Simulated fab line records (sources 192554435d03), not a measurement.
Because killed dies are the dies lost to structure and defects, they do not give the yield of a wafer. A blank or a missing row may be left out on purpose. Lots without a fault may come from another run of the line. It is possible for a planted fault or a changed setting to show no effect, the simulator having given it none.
2 desks looking at one fault    flow n5_finfet    numbers are kept per desk, each desk with only its own; the story behind them comes last

AT THE METROLOGY DESK
What the gauges read, lot by lot, whatever tool the lot ran on: means of the sampled wafers that have a number. A lot is out of limits, marked OUT, if its mean lies more than 4 standard deviations from the usual mean; the brackets give that distance.
Columns: A = trench_depth_nm at N5_BEOL_M13_OCD_MEAS_35, usual 415 nm; B = cd_nm at N5_BEOL_M14_CD_MEAS_17, usual 250.6 nm; C = cd_nm at N5_BEOL_M14_CD_MEAS_28, usual 284.0 nm
lot   first seen here  A    B      C
L395  day 12 02:17     417  249.7  285.5
L396  day 12 14:07     421  252.6  284.6
L398  day 12 20:52     417  248.5  285.5
L399  day 13 11:40     418  251.0  283.3
L400  day 13 18:42     411  250.2  283.9
L403  day 14 16:31     415  252.5  283.0
L407  day 14 20:37     412  251.7  283.5
L413  day 16 20:46     422  252.0  283.4
L412  day 16 22:07     416  250.1  283.9
L415  day 17 00:15     421  251.4  284.9
L416  day 17 10:33     407  253.1  282.2
Finding of this desk: none of the 11 lots has anything out of limits.

AT THE TOOL OWNER'S DESK: rie_diel-05
The tool's own readings at N5_BEOL_M14_ETCH_59 (etches BARC in N2/H2, target depth 89 nm, overetch 26.7 nm, time 67.9 s): means of the sampled wafers that have a number, for each lot that ran on this tool. A lot is out of limits, marked OUT, if its mean lies more than 4 standard deviations from the usual mean; the brackets give that distance. Shown are 7 of the 8 readings it has, namely the first that went out of limits plus those furthest out on some lot.
Columns: A = bias_w at N5_BEOL_M14_ETCH_59, usual 150.0 W; B = drypump_motor_current_A at N5_BEOL_M14_ETCH_59, usual 5.9 A; C = h2_flow_sccm at N5_BEOL_M14_ETCH_59, usual 200.0 sccm; D = oes_product_au at N5_BEOL_M14_ETCH_59, usual 0.67 a.u.; E = rf_vpp_V at N5_BEOL_M14_ETCH_59, usual 525.4 V; F = run_length_s at N5_BEOL_M14_ETCH_59, usual 91.4 s; G = throttle_valve_pct at N5_BEOL_M14_ETCH_59, usual 17.89 %
lot   first seen here  A      B    C      D     E      F                G
L399  day 13 16:47     149.7  5.6  199.8  0.75  523.7  91.4             17.43
L400  day 13 22:03     150.0  5.5  200.3  0.69  524.8  91.8             17.72
L407  day 15 01:33     150.1  5.7  199.8  0.68  524.5  91.5             17.68
L415  day 17 05:31     149.7  6.2  199.5  0.73  526.1  94.3 (+7.5) OUT  17.83
L416  day 17 16:13     150.4  6.1  200.1  0.73  524.9  94.6 (+8.3) OUT  17.50
This desk finds L415, L416 out of limits, L415 being first, at day 17 05:31 (run_length_s at N5_BEOL_M14_ETCH_59). Within limits: L399, L400, L407.

PUT TOGETHER
On L415, L416, at day 17 05:31, an alarm was possible from the tool owner's desk.
Metrology desk: nothing out of limits seen.
The metrology desk has L415, L416 on record, within its limits.
N5_BEOL_M14_ETCH_59 was run on rie_diel-05 by each of the lots named.

WHAT HAD BEEN PUT IN BY THE SIMULATOR
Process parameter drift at N5_BEOL_M14_ETCH_59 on rie_diel-05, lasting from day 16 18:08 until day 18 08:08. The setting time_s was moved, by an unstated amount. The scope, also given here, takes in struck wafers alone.
Shown lots that were struck: L415, L416.
Hours from the fault's start to each desk's first reading out of limits: the tool owner's desk, 11.
